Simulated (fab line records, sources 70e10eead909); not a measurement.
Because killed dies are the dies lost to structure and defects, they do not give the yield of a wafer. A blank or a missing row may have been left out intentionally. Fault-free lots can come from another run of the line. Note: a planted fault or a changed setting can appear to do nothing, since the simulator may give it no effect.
fab line records    flow nand_harc
[record] lots = 24  wafers = 72  last_day = 26
route steps=1159 shown A_M0@1007 A_M1@1038
lots with no fault: from the same line, run without faults
start_h: start of the lot's first displayed wafer, in hours after the record's first day    wait_h: hours from the lot's prior step to this one    " as in the row above    L1.1+2: one row covering several wafers at once    - no value, or no start given    * or withheld: withheld    < > ~ a bound
route shown NAME@n: a module of which the file shows steps, and the number in the route of the first    usual: the fault-free wafers' mean and standard deviation    same: alike in all rows    chamber/n: place in a boat    sites: readings site by site    _std_site: their standard deviation    _edge_site: the outer-site mean with the inner-site mean subtracted    radius_mm: how far each site lies from the wafer's centre    mask NAME#n: copy n    behind: tool/chamber where the wafer was last shaped    hold: the reason the lot was held/the length of the hold in hours/how it ended    device: which transistor (n, p or np) failed to switch    end of line: the route-end tests of the same wafers    a step without rows: its recipe alone    killed: dies that structure and defects cost at the first sort, which is not the same as the wafer's yield    map: per-die view of a wafer (x killed, . not killed, _ where there is no die)
set.NAME: the setting the step ran with; set.NAME@STEP: the setting that earlier step ran with    model.NAME: the simulator's own value behind a step, which no gauge read
the route's steps for a sample of lots (tables are steps, rows are wafers)
services: a tool's chamber out of use, with start hour (start_h, from the record's first day; less than 0 if before it), hours out, and reason
[[steps]]
[step NHARC_A_M0_DESCUM_14]
[recipe] time_s = 3  o2_flow_sccm = 200  ar_flow_sccm = 0  bias_power_w = 0  chemistry = O2
[usual] drypump_motor_current_A = 5.84/0.27  oes_product_au = 0.996/0.012  rf_vpp_V = 57.6/0.95  showerhead_plenum_p_Torr = 1.87/0.09  throttle_valve_pct = 11.311/0.009
lot.wafer  tool         chamber  start_h  wait_h  drypump_motor_current_A  oes_product_au  rf_hours_counter_h  rf_vpp_V  showerhead_plenum_p_Torr  throttle_valve_pct
L076.3     rie_diel-06  2        402.78   0.1     5.60                     0.998           9                   58.6      1.91                      11.318
L076.1     "            0        "        "       6.41                     1.003           9                   57.1      1.94                      11.321
L076.6     "            2        "        "       5.60                     1.002           -                   58.8      1.91                      11.316
L074.3     rie_diel-10  1        403.07   0.1     5.67                     0.989           2                   56.9      1.87                      11.318
L074.1     "            3        "        "       5.45                     0.989           2                   60.4      2.05                      11.311
L074.6     "            1        "        "       5.65                     0.989           -                   55.7      1.87                      11.316
L075.3     rie_diel-10  0        405.63   0.1     6.08                     0.987           2                   57.8      1.80                      11.309
L075.4     "            3        "        "       5.47                     1.001           2                   58.5      2.05                      11.324
L075.5     "            0        "        "       6.05                     0.997           -                   56.9      1.80                      11.307
L078.1     rie_diel-08  0        413.28   0.1     5.84                     1.008           6                   58.8      1.84                      11.299
L078.3     "            1        "        "       5.79                     1.004           7                   57.9      2.04                      11.328
L078.5     "            2        "        "       6.13                     0.992           -                   58.9      1.90                      11.307
L079.3     rie_diel-10  3        417.83   0.1     5.45                     1.002           4                   59.0      2.05                      11.299
L079.4     "            1        "        "       5.64                     0.999           3                   57.1      1.87                      11.327
L079.2     "            2        "        "       6.04                     0.964           3                   57.7      1.83                      11.328
L077.3     rie_diel-06  3        418.18   0.1     6.01                     1.013           -                   57.3      1.78                      11.308
L077.6     "            1        "        "       5.95                     1.000           -                   56.0      1.78                      11.311
L077.5     "            3        "        "       5.96                     1.017           -                   56.4      1.78                      11.311
L080.4     rie_diel-08  3        448.95   0.1     5.38                     0.994           9                   58.6      1.78                      11.306
L080.1     "            2        "        "       6.04                     0.967           9                   58.2      1.90                      11.307
L080.5     "            0        "        "       5.83                     1.008           -                   58.8      1.84                      11.314
L082.3     rie_diel-10  2        449.27   0.1     6.03                     0.968           5                   56.8      1.83                      11.295
L082.6     "            2        "        "       6.03                     0.971           -                   56.0      1.83                      11.319
L082.5     "            3        "        "       5.48                     1.003           -                   58.8      2.05                      11.300
L084.1     rie_diel-06  0        453.39   0.1     6.40                     0.998           2                   58.6      1.94                      11.298
L084.3     "            1        "        "       5.93                     1.009           2                   56.6      1.78                      11.294
L084.6     "            0        "        "       6.41                     0.991           -                   56.1      1.94                      11.312
L083.1     rie_diel-10  3        453.96   0.1     5.46                     1.004           6                   58.7      2.05                      11.322
L083.3     "            0        "        "       6.02                     0.994           5                   58.1      1.80                      11.307
L083.5     "            3        "        "       5.47                     1.017           -                   59.0      2.05                      11.305
L081.4     rie_diel-08  0        454.29   0.1     5.82                     0.981           8                   59.1      1.84                      11.312
L081.5     "            2        "        "       6.01                     0.971           -                   57.2      1.90                      11.310
L081.6     "            3        "        "       5.38                     0.984           -                   59.0      1.78                      11.320
L085.3     rie_diel-08  1        470.19   0.1     5.80                     1.007           11                  58.3      2.04                      11.318
L085.4     "            2        "        "       6.05                     0.983           10                  56.9      1.89                      11.302
L085.6     "            0        "        "       5.84                     0.988           -                   56.5      1.84                      11.311
L087.3     rie_diel-08  2        471.00   0.1     6.02                     0.978           11                  57.8      1.89                      11.302
L087.1     "            1        "        "       5.81                     1.012           11                  58.5      2.04                      11.312
L087.5     "            3        "        "       5.39                     0.989           -                   57.5      1.78                      11.297
L086.3     rie_diel-10  1        475.73   0.1     5.68                     1.003           6                   57.0      1.87                      11.299
L086.4     "            2        "        "       6.02                     0.978           7                   58.2      1.83                      11.312
L086.2     "            0        "        "       6.12                     0.993           6                   56.3      1.80                      11.308
L089.2     rie_diel-10  3        480.28   0.1     5.45                     1.002           7                   58.5      2.05                      11.314
L089.1     "            1        "        "       5.69                     1.003           6                   56.9      1.87                      11.298
L089.5     "            0        "        "       6.02                     0.987           -                   56.9      1.80                      11.302
L088.1     rie_diel-06  2        489.44   0.1     5.59                     0.996           1                   56.8      1.91                      11.318
L088.2     "            3        "        "       6.00                     0.998           5                   55.9      1.78                      11.314
L088.6     "            2        "        "       5.60                     0.995           -                   59.3      1.91                      11.315
L091.4     rie_diel-08  2        505.69   0.1     6.06                     1.008           1                   56.0      1.89                      11.315
L091.3     "            0        "        "       5.86                     0.987           1                   56.7      1.84                      11.319
L091.5     "            2        "        "       6.07                     1.006           -                   57.7      1.89                      11.306
L090.3     rie_diel-10  2        505.86   0.1     6.03                     0.983           8                   55.4      1.83                      11.319
L090.1     "            3        "        "       5.45                     1.010           8                   57.7      2.05                      11.318
L090.6     "            1        "        "       5.69                     0.999           -                   57.6      1.87                      11.309
L094.4     rie_diel-08  0        510.47   0.1     5.89                     1.002           1                   57.3      1.84                      11.304
L094.1     "            2        "        "       6.03                     1.007           1                   55.8      1.89                      11.321
L094.6     "            3        "        "       5.39                     0.985           -                   58.0      1.78                      11.298
L095.1     rie_diel-08  0        533.61   0.1     5.82                     0.991           2                   57.8      1.84                      11.318
L095.2     "            1        "        "       5.78                     1.007           2                   58.7      2.04                      11.308
L095.4     "            2        "        "       6.11                     0.991           2                   57.3      1.89                      11.308
L092.2     rie_diel-06  1        534.92   0.1     5.95                     1.007           9                   56.8      1.78                      11.311
L092.3     "            0        "        "       6.39                     0.975           7                   58.1      1.94                      11.311
L092.5     "            2        "        "       5.62                     0.991           -                   58.6      1.91                      11.322
L093.6     rie_diel-06  0        541.57   0.1     6.41                     0.993           -                   58.1      1.94                      11.309
L093.5     "            1        "        "       5.95                     1.000           -                   57.0      1.78                      11.308
L093.4     "            2        "        "       5.60                     1.005           -                   56.2      1.91                      11.329
L096.3     rie_diel-10  0        543.93   0.1     6.02                     0.989           1                   58.2      1.80                      11.304
L096.6     "            1        "        "       5.67                     1.003           -                   56.3      1.87                      11.309
L096.5     "            0        "        "       6.04                     0.997           -                   57.7      1.80                      11.307
L097.2     rie_diel-06  3        546.68   0.1     5.96                     1.005           8                   56.5      1.78                      11.326
L097.1     "            0        "        "       6.40                     0.980           8                   57.0      1.94                      11.312
L097.6     "            3        "        "       5.99                     1.005           -                   56.6      1.78                      11.320
[step NHARC_A_M0_PVD_20]
[recipe] target_thk_a = 50  bias_v = 168.6  power_w = 15000  chamber_pressure_pa = 0.12  time_s = 8.06  substrate_temp_c = 50  material = TaN
[usual] throttle_valve_pct = 30.4/1.1
lot.wafer  tool            chamber  start_h  wait_h  throttle_valve_pct
L076.3     pvd_sputter-01  -        -        -       32.8
L076.1     "               -        "        "       28.6
L076.6     "               -        "        "       32.3
L074.3     pvd_sputter-03  -        -        -       29.7
L074.1     "               -        "        "       30.1
L074.6     "               -        "        "       31.2
L075.3     pvd_sputter-01  -        -        -       29.9
L075.4     "               -        "        "       31.2
L075.5     "               -        "        "       32.9
L078.3     pvd_sputter-02  -        -        -       31.1
L078.1     "               -        "        "       30.9
L078.5     "               -        "        "       31.0
L079.3     pvd_sputter-01  -        -        -       32.4
L079.2     "               -        "        "       28.5
L079.4     "               -        "        "       30.9
L077.3     pvd_sputter-03  -        -        -       30.0
L077.5     "               -        "        "       30.3
L077.6     "               -        "        "       30.0
L080.4     pvd_sputter-03  -        -        -       29.8
L080.1     "               -        "        "       31.3
L080.5     "               -        "        "       31.3
L082.3     pvd_sputter-02  -        -        -       29.5
L082.6     "               -        "        "       29.1
L082.5     "               -        "        "       30.8
L084.3     pvd_sputter-01  -        -        -       28.5
L084.1     "               -        "        "       29.6
L084.6     "               -        "        "       30.9
L083.3     pvd_sputter-02  -        -        -       31.3
L083.1     "               -        "        "       29.8
L083.5     "               -        "        "       31.0
L081.4     pvd_sputter-01  -        -        -       32.6
L081.6     "               -        "        "       32.7
L081.5     "               -        "        "       28.4
L085.4     pvd_sputter-01  -        -        -       31.3
L085.3     "               -        "        "       32.6
L085.6     "               -        "        "       29.9
L087.1     pvd_sputter-02  -        -        -       31.0
L087.3     "               -        "        "       29.8
L087.5     "               -        "        "       31.1
L086.4     pvd_sputter-01  -        -        -       31.3
L086.2     "               -        "        "       29.8
L086.3     "               -        "        "       28.3
L089.1     pvd_sputter-02  -        -        -       31.2
L089.2     "               -        "        "       30.7
L089.5     "               -        "        "       31.3
L088.1     pvd_sputter-03  -        -        -       30.8
L088.2     "               -        "        "       29.4
L088.6     "               -        "        "       30.0
L091.4     pvd_sputter-01  -        -        -       31.0
L091.3     "               -        "        "       32.7
L091.5     "               -        "        "       31.2
L090.1     pvd_sputter-02  -        -        -       30.9
L090.3     "               -        "        "       31.1
L090.6     "               -        "        "       30.9
L094.1     pvd_sputter-03  -        -        -       29.1
L094.4     "               -        "        "       29.9
L094.6     "               -        "        "       31.0
L095.2     pvd_sputter-03  -        -        -       30.8
L095.4     "               -        "        "       29.2
L095.1     "               -        "        "       29.0
L092.3     pvd_sputter-01  -        -        -       32.5
L092.2     "               -        "        "       29.0
L092.5     "               -        "        "       32.7
L093.4     pvd_sputter-01  -        -        -       30.7
L093.5     "               -        "        "       30.7
L093.6     "               -        "        "       32.9
L096.3     pvd_sputter-03  -        -        -       29.9
L096.6     "               -        "        "       30.4
L096.5     "               -        "        "       29.2
L097.2     pvd_sputter-03  -        -        -       28.9
L097.1     "               -        "        "       29.2
L097.6     "               -        "        "       29.3
[step NHARC_A_M0_ANNEAL_30]
[recipe] temp_c = 225  time_s = 90
[usual] wafer_temp_C_max = 226.0/0.35
lot.wafer  tool           chamber  start_h  wait_h  wafer_temp_C_max
L076.1     rtp_anneal-01  0        404.49   0.3     226.0
L076.3     "              0        "        "       226.3
L076.6     "              0        "        "       226.2
L074.1     rtp_anneal-02  0        404.82   -       225.8
L074.3     "              0        "        "       225.9
L074.6     "              0        "        "       225.9
L075.3     rtp_anneal-01  0        407.40   -       226.4
L075.4     "              0        "        "       226.7
L075.5     "              0        "        "       226.2
L078.1     rtp_anneal-02  0        414.93   -       225.6
L078.3     "              0        "        "       225.4
L078.5     "              0        "        "       225.9
L079.2     rtp_anneal-02  0        419.75   -       225.8
L079.3     "              0        "        "       225.4
L079.4     "              0        "        "       225.6
L077.3     rtp_anneal-01  0        419.98   -       226.4
L077.5     "              0        "        "       226.4
L077.6     "              0        "        "       226.2
L080.1     rtp_anneal-02  0        450.66   0.3     225.9
L080.4     "              0        "        "       225.7
L080.5     "              0        "        "       225.8
L082.3     rtp_anneal-02  0        451.09   -       225.3
L082.5     "              0        "        "       225.8
L082.6     "              0        "        "       225.7
L084.1     rtp_anneal-02  0        455.51   0.3     225.7
L084.3     "              0        "        "       225.6
L084.6     "              0        "        "       225.7
L083.1     rtp_anneal-01  0        456.12   0.3     226.3
L083.3     "              0        "        "       226.3
L083.5     "              0        "        "       226.4
L081.4     rtp_anneal-02  0        456.53   -       225.6
L081.5     "              0        "        "       225.7
L081.6     "              0        "        "       225.6
L085.3     rtp_anneal-01  0        472.09   -       226.9
L085.4     "              0        "        "       226.6
L085.6     "              0        "        "       227.1
L087.1     rtp_anneal-01  0        472.71   -       226.2
L087.3     "              0        "        "       226.5
L087.5     "              0        "        "       225.9
L086.2     rtp_anneal-02  0        477.50   0.4     225.9
L086.3     "              0        "        "       225.7
L086.4     "              0        "        "       225.7
L089.1     rtp_anneal-01  0        481.95   0.3     226.0
L089.2     "              0        "        "       226.6
L089.5     "              0        "        "       226.0
L088.1     rtp_anneal-02  0        491.11   0.3     225.8
L088.2     "              0        "        "       225.6
L088.6     "              0        "        "       225.6
L091.3     rtp_anneal-02  0        507.46   0.3     225.7
L091.4     "              0        "        "       225.4
L091.5     "              0        "        "       225.2
L090.1     rtp_anneal-01  0        507.51   0.3     226.0
L090.3     "              0        "        "       226.0
L090.6     "              0        "        "       226.4
L094.1     rtp_anneal-01  0        512.24   0.4     226.0
L094.4     "              0        "        "       225.9
L094.6     "              0        "        "       226.3
L095.1     rtp_anneal-02  0        535.41   0.3     226.3
L095.2     "              0        "        "       225.9
L095.4     "              0        "        "       226.0
L092.2     rtp_anneal-02  0        537.35   -       225.6
L092.3     "              0        "        "       225.8
L092.5     "              0        "        "       225.7
L093.4     rtp_anneal-01  0        543.67   0.3     226.0
L093.5     "              0        "        "       226.4
L093.6     "              0        "        "       226.1
L096.3     rtp_anneal-01  0        545.81   -       226.4
L096.5     "              0        "        "       226.1
L096.6     "              0        "        "       226.1
L097.1     rtp_anneal-02  0        548.56   -       226.0
L097.2     "              0        "        "       226.2
L097.6     "              0        "        "       226.1
[step NHARC_A_M1_INSPECT_11]
[usual] raw_defect_count = 29/15
lot.wafer  tool               chamber  start_h  wait_h  raw_defect_count
L076.1     defect_inspect-02  -        406.87   0.0     10
L076.3     "                  -        "        "       10
L076.6     "                  -        "        "       12
L074.1     defect_inspect-01  -        407.14   0.0     33
L074.3     "                  -        "        "       34
L074.6     "                  -        "        "       41
L075.3     defect_inspect-02  -        409.64   0.0     29
L075.4     "                  -        "        "       30
L075.5     "                  -        "        "       32
L078.1     defect_inspect-01  -        417.49   0.0     21
L078.3     "                  -        "        "       22
L078.5     "                  -        "        "       15
L079.2     defect_inspect-01  -        422.09   0.0     5
L079.3     "                  -        "        "       11
L079.4     "                  -        "        "       11
L077.3     defect_inspect-01  -        422.25   0.0     17
L077.5     "                  -        "        "       18
L077.6     "                  -        "        "       19
L080.1     defect_inspect-02  -        453.00   0.0     13
L080.4     "                  -        "        "       13
L080.5     "                  -        "        "       14
L082.3     defect_inspect-01  -        453.35   0.0     20
L082.5     "                  -        "        "       23
L082.6     "                  -        "        "       23
L084.1     defect_inspect-02  -        458.08   0.0     55
L084.3     "                  -        "        "       41
L084.6     "                  -        "        "       39
L083.1     defect_inspect-01  -        458.84   0.0     20
L083.3     "                  -        "        "       26
L083.5     "                  -        "        "       23
L081.4     defect_inspect-02  -        459.00   0.0     30
L081.5     "                  -        "        "       29
L081.6     "                  -        "        "       34
L085.3     defect_inspect-01  -        474.20   0.0     44
L085.4     "                  -        "        "       43
L085.6     "                  -        "        "       54
L087.1     defect_inspect-02  -        474.96   0.0     27
L087.3     "                  -        "        "       27
L087.5     "                  -        "        "       28
L086.2     defect_inspect-02  -        480.33   0.0     15
L086.3     "                  -        "        "       16
L086.4     "                  -        "        "       23
L089.1     defect_inspect-01  -        484.14   0.0     33
L089.2     "                  -        "        "       31
L089.5     "                  -        "        "       34
L088.1     defect_inspect-02  -        493.43   0.0     21
L088.2     "                  -        "        "       38
L088.6     "                  -        "        "       47
L091.3     defect_inspect-01  -        509.70   0.0     64
L091.4     "                  -        "        "       74
L091.5     "                  -        "        "       64
L090.1     defect_inspect-01  -        509.85   0.0     37
L090.3     "                  -        "        "       40
L090.6     "                  -        "        "       28
L094.1     defect_inspect-01  -        514.57   0.0     21
L094.4     "                  -        "        "       15
L094.6     "                  -        "        "       19
L095.1     defect_inspect-01  -        537.63   0.0     45
L095.2     "                  -        "        "       40
L095.4     "                  -        "        "       36
L092.2     defect_inspect-01  -        539.83   0.0     57
L092.3     "                  -        "        "       59
L092.5     "                  -        "        "       59
L093.4     defect_inspect-02  -        546.33   0.0     31
L093.5     "                  -        "        "       27
L093.6     "                  -        "        "       30
L096.3     defect_inspect-02  -        548.05   0.0     28
L096.5     "                  -        "        "       23
L096.6     "                  -        "        "       19
L097.1     defect_inspect-02  -        550.88   0.0     17
L097.2     "                  -        "        "       20
L097.6     "                  -        "        "       24
[step NHARC_A_M1_DESCUM_14]
[recipe] time_s = 3  o2_flow_sccm = 200  ar_flow_sccm = 0  bias_power_w = 0  chemistry = O2
[usual] drypump_motor_current_A = 5.8/0.46  oes_product_au = 0.997/0.014  rf_vpp_V = 58.0/0.9  showerhead_plenum_p_Torr = 1.95/0.076  throttle_valve_pct = 11.312/0.0091
lot.wafer  tool         chamber  start_h  wait_h  drypump_motor_current_A  oes_product_au  rf_hours_counter_h  rf_vpp_V  showerhead_plenum_p_Torr  throttle_valve_pct
L076.1     rie_diel-09  1        406.94   0.1     6.6                      0.999           9                   59.0      1.98                      11.301
L076.3     "            2        "        "       6.2                      0.981           9                   57.6      2.02                      11.283
L076.6     "            0        "        "       5.3                      0.979           -                   57.5      1.99                      11.307
L074.1     rie_diel-02  3        407.20   0.1     6.1                      0.983           2                   57.3      1.80                      11.311
L074.3     "            2        "        "       5.4                      0.982           2                   56.1      1.88                      11.313
L074.6     "            3        "        "       6.1                      0.975           -                   56.9      1.80                      11.316
L075.4     rie_diel-02  1        409.70   0.1     6.2                      1.005           2                   59.5      1.87                      11.329
L075.3     "            3        "        "       6.1                      0.989           2                   58.1      1.80                      11.301
L075.5     "            2        "        "       5.4                      0.982           -                   58.4      1.88                      11.324
L078.3     rie_diel-09  3        417.55   0.1     5.5                      1.006           10                  57.6      2.02                      11.313
L078.1     "            1        "        "       6.6                      0.993           10                  58.0      1.98                      11.313
L078.5     "            0        "        "       5.3                      0.978           -                   59.4      1.99                      11.307
L079.4     rie_diel-05  3        422.15   0.1     5.0                      0.999           5                   58.5      1.99                      11.313
L079.3     "            0        "        "       5.6                      1.007           6                   57.0      1.80                      11.309
L079.2     "            1        "        "       6.3                      1.020           6                   58.6      2.02                      11.309
L077.3     rie_diel-02  2        422.31   0.1     5.4                      0.985           2                   58.0      1.88                      11.307
L077.5     "            3        "        "       6.0                      0.991           -                   56.5      1.80                      11.309
L077.6     "            0        "        "       5.7                      1.008           -                   58.4      1.95                      11.316
L080.1     rie_diel-05  1        453.09   0.1     6.3                      1.009           8                   59.2      2.02                      11.322
L080.5     "            3        "        "       5.0                      0.989           -                   57.8      1.99                      11.320
L080.4     "            0        "        "       5.6                      1.002           -                   57.2      1.80                      11.322
L082.3     rie_diel-02  1        453.43   0.1     6.2                      1.017           3                   58.6      1.87                      11.308
L082.5     "            1        "        "       6.2                      1.015           -                   58.2      1.87                      11.291
L082.6     "            2        "        "       5.4                      0.985           -                   58.2      1.88                      11.306
L084.3     rie_diel-09  3        458.14   0.1     5.5                      1.003           2                   56.9      2.02                      11.305
L084.1     "            2        "        "       6.2                      0.992           2                   59.6      2.02                      11.312
L084.6     "            0        "        "       5.3                      0.991           -                   57.9      1.99                      11.319
L083.3     rie_diel-09  2        458.91   0.1     6.2                      0.971           2                   59.2      2.02                      11.303
L083.1     "            3        "        "       5.5                      1.006           2                   56.4      2.02                      11.323
L083.5     "            1        "        "       6.6                      0.994           -                   60.0      1.98                      11.302
L081.4     rie_diel-09  0        459.08   0.1     5.3                      0.995           2                   59.3      1.99                      11.320
L081.5     "            1        "        "       6.6                      0.987           -                   58.3      1.98                      11.306
L081.6     "            2        "        "       6.2                      0.983           -                   59.3      2.02                      11.320
L085.3     rie_diel-02  3        474.28   0.1     6.1                      0.972           4                   57.8      1.80                      11.296
L085.4     "            0        "        "       5.7                      1.004           3                   56.2      1.95                      11.315
L085.6     "            1        "        "       6.1                      1.011           -                   58.3      1.87                      11.310
L087.1     rie_diel-05  1        475.04   0.1     6.3                      1.007           9                   58.5      2.02                      11.322
L087.3     "            3        "        "       5.0                      1.001           8                   59.5      1.99                      11.327
L087.5     "            0        "        "       5.6                      1.004           -                   57.7      1.80                      11.311
L086.4     rie_diel-09  2        480.39   0.1     6.2                      0.990           3                   57.5      2.02                      11.311
L086.2     "            0        "        "       5.3                      1.004           4                   57.6      1.99                      11.316
L086.3     "            1        "        "       6.6                      0.992           4                   58.2      1.98                      11.317
L089.1     rie_diel-09  2        484.20   0.1     6.2                      0.999           3                   57.8      2.02                      11.311
L089.2     "            3        "        "       5.5                      1.012           4                   60.1      2.02                      11.318
L089.5     "            3        "        "       5.5                      1.015           -                   58.6      2.02                      11.311
L088.2     rie_diel-02  2        493.51   0.1     5.4                      0.989           4                   57.6      1.88                      11.317
L088.1     "            3        "        "       6.0                      0.975           4                   58.1      1.80                      11.319
L088.6     "            2        "        "       5.4                      0.986           -                   56.6      1.88                      11.317
L091.4     rie_diel-05  1        509.77   0.1     6.3                      1.009           11                  58.3      2.02                      11.303
L091.3     "            2        "        "       6.3                      1.009           9                   58.0      1.98                      11.319
L091.5     "            0        "        "       5.6                      1.019           -                   57.9      1.80                      11.306
L090.3     rie_diel-09  1        509.93   0.1     6.5                      0.993           5                   57.9      1.98                      11.300
L090.1     "            2        "        "       6.2                      0.969           5                   56.7      2.02                      11.308
L090.6     "            3        "        "       5.5                      1.008           -                   58.0      2.02                      11.299
L094.1     rie_diel-05  2        514.65   0.1     6.3                      1.005           10                  56.6      1.98                      11.309
L094.6     "            1        "        "       6.3                      1.011           -                   57.9      2.02                      11.314
L094.4     "            2        "        "       6.3                      1.012           -                   59.4      1.98                      11.316
L095.1     rie_diel-02  1        537.70   0.1     6.2                      1.011           0                   58.6      1.87                      11.305
L095.2     "            2        "        "       5.4                      0.998           0                   58.0      1.88                      11.311
L095.4     "            3        "        "       6.1                      0.968           0                   56.4      1.80                      11.301
L092.2     rie_diel-09  2        539.90   0.1     6.2                      0.976           7                   57.5      2.02                      11.315
L092.3     "            0        "        "       5.3                      0.973           6                   58.4      1.99                      11.296
L092.5     "            2        "        "       6.2                      0.967           -                   58.6      2.02                      11.314
L093.4     rie_diel-02  2        546.39   0.1     5.4                      1.006           0                   57.5      1.88                      11.327
L093.6     "            2        "        "       5.4                      1.003           -                   59.4      1.88                      11.308
L093.5     "            3        "        "       6.0                      0.969           -                   56.9      1.80                      11.319
L096.3     rie_diel-09  0        548.13   0.1     5.3                      0.987           6                   57.8      1.99                      11.319
L096.5     "            2        "        "       6.2                      0.992           -                   59.3      2.02                      11.310
L096.6     "            3        "        "       5.5                      1.003           -                   58.1      2.02                      11.320
L097.1     rie_diel-09  3        550.94   0.1     5.5                      1.003           8                   60.1      2.02                      11.312
L097.2     "            1        "        "       6.5                      1.000           7                   57.2      1.98                      11.310
L097.6     "            3        "        "       5.5                      1.008           -                   58.0      2.02                      11.328
[step NHARC_A_M1_DEGAS_29]
[recipe] temp_c = 250  time_s = 60
[usual] heater_power_w = 327/28
lot.wafer  tool            chamber  start_h  wait_h  heater_power_w
L076.3     pvd_sputter-01  -        408.04   -       364
L076.1     "               -        "        "       267
L076.6     "               -        "        "       337
L074.1     pvd_sputter-03  -        408.23   -       331
L074.3     "               -        "        "       322
L074.6     "               -        "        "       343
L075.3     pvd_sputter-02  -        411.20   -       306
L075.4     "               -        "        "       325
L075.5     "               -        "        "       336
L078.3     pvd_sputter-02  -        418.66   -       323
L078.1     "               -        "        "       321
L078.5     "               -        "        "       338
L077.3     pvd_sputter-03  -        423.39   -       346
L077.5     "               -        "        "       378
L077.6     "               -        "        "       322
L079.4     pvd_sputter-02  -        423.59   -       337
L079.2     "               -        "        "       326
L079.3     "               -        "        "       319
L080.1     pvd_sputter-02  -        454.20   -       294
L080.4     "               -        "        "       318
L080.5     "               -        "        "       292
L082.3     pvd_sputter-03  -        454.48   -       386
L082.5     "               -        "        "       323
L082.6     "               -        "        "       316
L084.1     pvd_sputter-02  -        459.65   -       290
L084.3     "               -        "        "       324
L084.6     "               -        "        "       294
L083.1     pvd_sputter-01  -        459.95   -       267
L083.3     "               -        "        "       355
L083.5     "               -        "        "       268
L081.4     pvd_sputter-02  -        460.09   -       297
L081.5     "               -        "        "       336
L081.6     "               -        "        "       291
L085.3     pvd_sputter-01  -        475.32   -       263
L085.4     "               -        "        "       328
L085.6     "               -        "        "       268
L087.1     pvd_sputter-02  -        476.05   -       321
L087.3     "               -        "        "       288
L087.5     "               -        "        "       322
L086.4     pvd_sputter-03  -        481.45   -       326
L086.2     "               -        "        "       400
L086.3     "               -        "        "       333
L089.1     pvd_sputter-02  -        485.27   -       334
L089.2     "               -        "        "       324
L089.5     "               -        "        "       325
L088.1     pvd_sputter-03  -        494.53   -       318
L088.2     "               -        "        "       392
L088.6     "               -        "        "       319
L091.3     pvd_sputter-02  -        511.07   -       332
L091.4     "               -        "        "       288
L091.5     "               -        "        "       296
L090.1     pvd_sputter-01  -        511.18   -       312
L090.3     "               -        "        "       326
L090.6     "               -        "        "       267
L094.1     pvd_sputter-03  -        515.75   -       323
L094.4     "               -        "        "       317
L094.6     "               -        "        "       317
L095.4     pvd_sputter-01  -        539.20   -       285
L095.2     "               -        "        "       303
L095.1     "               -        "        "       342
L092.2     pvd_sputter-03  -        540.91   -       329
L092.3     "               -        "        "       400
L092.5     "               -        "        "       382
L093.4     pvd_sputter-03  -        547.44   -       324
L093.5     "               -        "        "       323
L093.6     "               -        "        "       317
L096.3     pvd_sputter-03  -        549.16   -       317
L096.5     "               -        "        "       324
L096.6     "               -        "        "       395
L097.1     pvd_sputter-02  -        551.95   -       320
L097.2     "               -        "        "       331
L097.6     "               -        "        "       342
[[services]]
tool            chamber  start_h  hours  kind
pvd_sputter-02  -        392.00   10.0   pm
rie_diel-06     -        401.28   1.2    repair
rie_diel-06     2        402.85   72.2   repair
rie_diel-02     1        416.58   14.9   repair
rie_diel-02     2        425.58   5.9    repair
rie_diel-02     0        430.15   9.7    repair
rie_diel-09     -        431.15   9.0    pm
pvd_sputter-03  -        458.02   10.0   pm
rie_diel-08     0        470.65   3.2    repair
rie_diel-08     0        476.87   1.5    repair
pvd_sputter-03  -        477.80   0.8    repair
rie_diel-08     -        478.80   9.0    pm
rie_diel-09     1        483.01   1.3    repair
rie_diel-02     2        501.23   6.0    repair
rie_diel-02     -        504.70   9.0    pm
rie_diel-09     0        507.93   8.8    repair
rie_diel-08     0        512.74   3.9    repair
pvd_sputter-01  -        514.02   10.0   pm
pvd_sputter-03  -        516.29   3.8    repair
rie_diel-10     0        526.66   3.2    repair
rie_diel-10     -        530.50   9.0    pm
rie_diel-10     3        541.56   15.6   repair
pvd_sputter-01  -        545.71   0.9    repair
pvd_sputter-01  -        551.42   7.0    repair
[[key]]
fault none
